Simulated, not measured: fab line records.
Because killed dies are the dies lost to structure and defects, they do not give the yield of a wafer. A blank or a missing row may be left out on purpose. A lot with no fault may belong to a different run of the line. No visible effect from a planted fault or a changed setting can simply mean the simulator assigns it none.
Split-lot trial    flow n5_finfet    route with 1938 steps; 7 lots, 21 wafers read

## ON THE SPLIT
At N5_BEOL_M0_SAQP_SPACER1_ALD_98 (deposits SiO2, target thk 12.8 nm, pulse time 1 s, purge time 2 s), the setting temp_c was moved away from the recipe's 300 C on 5 of the 21 wafers read, by -3.5% to -2.5%. All remaining wafers had this setting at the recipe value.

## FROM THE SPLIT TO THE READING: what the file shows between them, 1 step
- N5_BEOL_M0_SAQP_SPACER1_ETCHBACK_99: etches SiO2 in CHF3/O2, target depth 15.4 nm, time 7.7 s

## THE READING
BEOL_M0_SAQP.cd_nm (the simulator's own value, which no gauge read), in nm, at N5_BEOL_M0_SAQP_MANDREL1_REMOVE_100 (chemistry HBr/Cl2/O2, target a-Si, stops on SiNx, bt time 10 s). There is no usual value for it anywhere in the file. The 16 wafers here that ran the recipe average 12.8 nm, standard deviation 0.11 nm.

wafer   tool, chamber at the split  temp_c as run, C  against the recipe  BEOL_M0_SAQP.cd_nm, nm  against lot-mates on the recipe
L076.3  ald_sin-04, 1,0,3           290.4             -3.2%               13.2                    no lot-mate on the recipe
L076.4  ald_sin-04, 1,0,3           290.4             -3.2%               13                      no lot-mate on the recipe
L076.6  ald_sin-04, 1,0,3           290.4             -3.2%               13                      no lot-mate on the recipe
L077.1  ald_sin-01, 3,0,0           300               recipe              12.8                    -
L077.5  ald_sin-01, 3,0,0           300               recipe              12.8                    -
L077.2  ald_sin-01, 3,0,0           300               recipe              13                      -
L085.1  ald_sin-02, 1,2,0           300               recipe              12.8                    -
L085.4  ald_sin-02, 1,2,0           300               recipe              12.8                    -
L085.5  ald_sin-02, 1,2,0           300               recipe              12.6                    -
L088.1  ald_sin-02, 3               300               recipe              12.6                    -
L088.4  ald_sin-02, 2               292.5             -2.5%               13.4                    +0.7
L088.5  ald_sin-02, 0               300               recipe              12.8                    -
L093.1  ald_sin-01, 2,3,3           300               recipe              12.8                    -
L093.3  ald_sin-01, 2,3,3           300               recipe              12.8                    -
L093.6  ald_sin-01, 2,3,3           300               recipe              12.6                    -
L094.2  ald_sin-02, 0,2             300               recipe              12.8                    -
L094.6  ald_sin-02, 0,2             300               recipe              12.8                    -
L094.5  ald_sin-02, 3               300               recipe              12.6                    -
L092.1  ald_sin-01, 1,3             300               recipe              12.8                    -
L092.2  ald_sin-01, 1,3             300               recipe              12.8                    -
L092.3  ald_sin-01, 0               289.4             -3.5%               13.4                    +0.6
When a row names more than one chamber, that row covers several wafers, and the file does not tell which wafer ran in which chamber.

FIT RESULTS
A straight line over all 21 wafers: BEOL_M0_SAQP.cd_nm changes by -0.136 nm for each +1% of temp_c; r = -0.81; the points scatter about the line by 0.14 nm.
The same after taking each lot's own level away (the mean of its wafers on the recipe; 18 wafers): -0.205 nm for each +1%; r = -0.89; scatter 0.11 nm.
Per that fit: largest temp_c move, reading shift of 0.73 nm.
Across the lots, their own levels run from 12.70 to 12.87 nm, a range of 1.6 times the standard deviation given above.
Hence the slope depends on the lot-to-lot level, as the two fits are not the same.
Check: for one of the wafers moved furthest among these (-3.5%), held out of the fit, the line's prediction against its lot-mates is +0.989 nm. It came out at +0.6 nm against them.

## THE OTHER SPLITS THESE WAFERS WENT THROUGH
Before the reading, these wafers also passed through other splits. Each is held against what the fit with the lots' levels taken away leaves over:
other split on the same wafers              wafers away from the commonest value  r with BEOL_M0_SAQP.cd_nm (lot level and that fit taken away)
N5_MOL_CONTACT_COAG_ETCH_47 over_etch_frac  8                                     +0.14

## THE WHOLE CHAIN: every reading that the file lists as answering this split, in the file's order
step                                 what it does                                                       reading                                                                                      change (the file's fit)                r (the file's)
N5_BEOL_M0_SAQP_SPACER1_ALD_98       deposits SiO2, target thk 12.8 nm, pulse time 1 s, purge time 2 s  SiO2_of_BEOL_M0_SAQP_SPACER1_ALD_98.thk_nm (the simulator's own value, which no gauge read)  -0.18 nm for each +1% of the setting   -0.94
N5_BEOL_M0_SAQP_MANDREL1_REMOVE_100  chemistry HBr/Cl2/O2, target a-Si, stops on SiNx, bt time 10 s     BEOL_M0_SAQP.cd_nm (the simulator's own value, which no gauge read)                          -0.207 nm for each +1% of the setting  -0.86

## FILE'S OWN FIT
BEOL_M0_SAQP.cd_nm changes by -0.207 nm for each +1% of temp_c, r = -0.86.
